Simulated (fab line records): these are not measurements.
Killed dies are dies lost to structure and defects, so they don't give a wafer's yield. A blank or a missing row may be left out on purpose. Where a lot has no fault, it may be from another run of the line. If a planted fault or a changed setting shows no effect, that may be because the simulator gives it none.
Which tool did it? ; flow n5_finfet ; 30 wafers from 10 lots sampled at 5 of the route's 1938 steps

## WHAT THE GAUGES READ, wafer by wafer
N5_BEOL_M1_CD_MEAS_28: target cd y 23.3 nm.
lot;measured;on;cd_nm (nm)
L234;day 6 21:03;cd_sem-03;23.48 24.30 23.99
L239;day 8 14:24;cd_sem-01;23.94 24.24 23.93
L240;day 8 14:36;cd_sem-02;23.98 24.19 23.92
L242;day 8 19:10;cd_sem-02;23.93 24.09 23.87
L241;day 8 19:29;cd_sem-02;24.01 23.95 24.16
L249;day 10 18:08;cd_sem-03;24.08 23.86 23.73
L248;day 10 22:29;cd_sem-01;24.36 23.41 23.40
L250;day 10 22:33;cd_sem-02;24.23 24.30 23.92
L251;day 11 10:53;cd_sem-03;23.80 24.04 23.76
L252;day 11 23:55;cd_sem-03;23.88 24.05 23.74

N5_BEOL_M4_RC_MEAS_101.
lot;measured;on;DIBL_N (mV/V);DIBL_P (mV/V);IOFF_N (nA/um);IOFF_P (nA/um);ION_N (uA/um);ION_P (uA/um);SS_N (mV/dec);SS_P (mV/dec);VT_N (mV);VT_P (mV)
L234;day 8 19:07;prober-02;38.1 39.6 39.5;39.4 40.4 39.7;0.192 0.218 0.213;0.26 0.27 0.27;696 682 705;475 466 478;71.6 72.0 71.0;74.1 73.4 73.7;247.3 244.8 247.4;-244.9 -248.1 -247.3
L239;day 10 11:44;prober-01;38.1 35.3 37.7;38.0 34.2 37.6;0.178 0.125 0.177;0.22 0.17 0.21;688 671 690;468 459 464;71.8 71.0 71.1;73.3 72.6 73.1;247.4 253.8 247.6;-249.7 -253.8 -250.1
L240;day 11 00:58;prober-01;36.0 35.7 34.6;37.2 36.8 35.8;0.153 0.155 0.135;0.21 0.22 0.20;688 672 665;469 467 466;70.9 71.1 71.5;74.1 73.8 73.6;249.2 250.3 251.7;-248.9 -250.4 -249.1
L242;day 10 21:57;prober-01;35.5 37.3 35.1;34.8 36.5 34.4;0.148 0.174 0.130;0.20 0.22 0.19;677 681 656;465 468 456;71.8 71.6 71.6;72.5 73.5 72.4;250.3 250.7 255.0;-251.6 -251.2 -252.9
L241;day 11 04:49;prober-02;35.4 34.5 34.1;35.7 34.6 34.0;0.168 0.149 0.137;0.22 0.21 0.19;680 678 672;467 467 458;71.2 71.3 71.2;73.4 72.5 72.7;249.3 247.9 250.8;-249.5 -250.5 -249.1
L249;day 12 19:56;prober-02;36.7 37.2 38.1;37.7 38.2 40.4;0.173 0.186 0.202;0.23 0.24 0.28;684 669 688;470 460 475;71.7 71.4 72.0;73.8 74.2 74.6;248.6 245.9 245.9;-248.9 -247.8 -245.5
L248;day 12 21:11;prober-01;35.9 37.4 35.4;37.6 38.4 37.0;0.158 0.185 0.133;0.19 0.20 0.17;682 674 658;463 457 456;71.7 71.9 71.7;73.3 74.1 73.5;251.3 250.6 255.4;-253.3 -255.3 -255.4
L250;day 13 00:13;prober-02;35.1 32.9 35.1;36.4 34.1 37.0;0.144 0.119 0.155;0.21 0.18 0.22;677 654 681;467 453 469;70.6 70.8 71.7;73.3 72.2 73.2;249.4 250.0 247.5;-251.5 -251.7 -249.1
L251;day 13 15:59;prober-02;38.0 36.2 38.5;36.8 35.3 37.9;0.169 0.148 0.187;0.22 0.20 0.23;676 673 679;469 462 460;72.0 70.9 71.9;73.9 73.6 74.0;249.1 250.4 246.4;-247.3 -249.4 -247.4
L252;day 14 00:02;prober-02;33.6 32.7 34.6;33.1 32.2 33.9;0.130 0.124 0.132;0.18 0.17 0.19;675 673 656;467 464 457;71.5 70.7 70.9;72.1 72.4 72.7;250.5 255.6 253.0;-250.3 -251.7 -251.1

## TOOL THAT RAN EACH LOT (tool first, then ch and the chambers of the sampled wafers, then the start)
lot;N5_BEOL_M0_DEP_125;N5_BEOL_M1_PECVD_72;N5_BEOL_M1_STRIP_66
L234;pecvd-02 ch 1,2, day 6 19:19;pecvd-03 ch 0,1,2, day 6 19:33;rie_diel-01 ch 1,2,3, day 6 20:31
L239;pecvd-02 ch 1,2, day 8 09:25;pecvd-02 ch 1,2, day 8 09:39;rie_diel-05 ch 0,2, day 8 13:46
L240;pecvd-03 ch 0,1, day 8 09:44;pecvd-02 ch 0,1, day 8 09:58;rie_diel-05 ch 0,1,3, day 8 14:00
L242;pecvd-04 ch 0,2, day 8 16:18;pecvd-03 ch 0,1, day 8 16:32;rie_diel-05 ch 0,2,3, day 8 18:37
L241;pecvd-02 ch 0,1,2, day 8 16:36;pecvd-02 ch 1,2, day 8 16:50;rie_diel-01 ch 0,2,3, day 8 18:49
L249;pecvd-04 ch 0,1,2, day 10 14:07;pecvd-01 ch 0,1, day 10 14:20;rie_diel-01 ch 0,1,2, day 10 17:36
L248;pecvd-02 ch 0,1,2, day 10 17:44;pecvd-03 ch 0,1,2, day 10 17:59;rie_diel-05 ch 0,2,3, day 10 21:27
L250;pecvd-04 ch 0,1, day 10 18:08;pecvd-03 ch 0,2, day 10 18:22;rie_diel-05 ch 0,2,3, day 10 21:40
L251;pecvd-04 ch 0,2, day 11 08:05;pecvd-02 ch 0,1, day 11 08:20;rie_diel-04 ch 0,1,3, day 11 10:08
L252;pecvd-04 ch 0,1,2, day 11 18:46;pecvd-02 ch 0,2, day 11 19:01;rie_diel-05 ch 0,1,3, day 11 23:08
- N5_BEOL_M0_DEP_125: deposits SiCN from 3MS/NH3, target thk 8 nm, time 14 s.
- N5_BEOL_M1_PECVD_72: deposits SiO2 from TEOS/O2, target thk 16 nm, time 18 s.
- N5_BEOL_M1_STRIP_66: strips in CF4.

## WHAT THE TOOLS THEMSELVES READ (means of the sampled wafers that have a number; where no wafer has one, the mark that the record gives instead)
N5_BEOL_M0_DEP_125.
lot;tool;showerhead_plenum_p_Torr (Torr);throttle_valve_pct (%)
L234;pecvd-02;3.667;8.9
L239;pecvd-02;3.663;8.8
L240;pecvd-03;3.671;9.0
L242;pecvd-04;3.657;9.1
L241;pecvd-02;3.671;8.7
L249;pecvd-04;3.662;9.1
L248;pecvd-02;3.664;8.8
L250;pecvd-04;3.663;9.3
L251;pecvd-04;3.654;8.8
L252;pecvd-04;3.659;9.0

N5_BEOL_M1_PECVD_72.
lot;tool;heater_power_w (W);showerhead_plenum_p_Torr (Torr);throttle_valve_pct (%)
L234;pecvd-03;735;8.84;21.5
L239;pecvd-02;839;8.79;21.9
L240;pecvd-02;842;8.80;22.4
L242;pecvd-03;601;8.80;22.2
L241;pecvd-02;847;8.79;21.1
L249;pecvd-01;830;8.85;22.5
L248;pecvd-03;705;8.85;21.6
L250;pecvd-03;747;8.85;20.8
L251;pecvd-02;845;8.81;22.6
L252;pecvd-02;758;8.80;21.1

N5_BEOL_M1_STRIP_66.
lot;tool;bias_power_w (W);cf4_flow_sccm (sccm);drypump_motor_current_A (A);oes_product_au (a.u.);rf_vpp_V (V);showerhead_plenum_p_Torr (Torr);throttle_valve_pct (%)
L234;rie_diel-01;74.99;150.2;5.5;0.72;270.2;1.76;13.68
L239;rie_diel-05;74.92;149.5;5.6;0.84;271.7;1.86;13.49
L240;rie_diel-05;-;-;-;-;-;-;-
L242;rie_diel-05;-;-;-;-;-;-;-
L241;rie_diel-01;-;-;-;-;-;-;-
L249;rie_diel-01;74.92;150.0;5.4;0.74;271.0;1.78;13.75
L248;rie_diel-05;75.05;149.7;5.6;0.75;271.9;1.81;13.62
L250;rie_diel-05;75.11;150.0;5.6;0.75;271.0;1.81;13.63
L251;rie_diel-04;75.04;150.0;5.9;0.84;272.2;1.84;13.52
L252;rie_diel-05;74.98;149.5;5.4;0.75;271.7;1.82;13.55

## THE ANSWER, worked out from the rows above alone
Rule: usual is defined by the lots themselves. The widest of any qualifying gaps counts: lots, ordered by their means at a reading, are off when they make up no more than a third of the lots, leave a main group of 4 or more, and stand apart from it by 3 or more times the standard deviation of that group's means. Not used: any main group whose means are identical at the precision the tables above print for the reading. A lot without any number at a reading at which 4 lots or more have one is off too. All remaining lots with rows at the step are treated as sound. After the gauges, taken in route order, come the tools' own readings; for these a lot's mean is taken, as printed above. At the first step where some lot is off, the reading lying furthest off is the one used; lots without a number count as furthest.
Off: L240, L242, L241, at N5_BEOL_M1_STRIP_66 (bias_power_w). Without a number there: L240, L242, L241. The main group has a mean of 75.00 W with a standard deviation of 0.065.
If a tool, at that step or one of the process steps before it, ran each lot that is off and ran no sound lot following the first of them, it fits. None of those tried fits.

## WHAT THE SIMULATOR PUT IN
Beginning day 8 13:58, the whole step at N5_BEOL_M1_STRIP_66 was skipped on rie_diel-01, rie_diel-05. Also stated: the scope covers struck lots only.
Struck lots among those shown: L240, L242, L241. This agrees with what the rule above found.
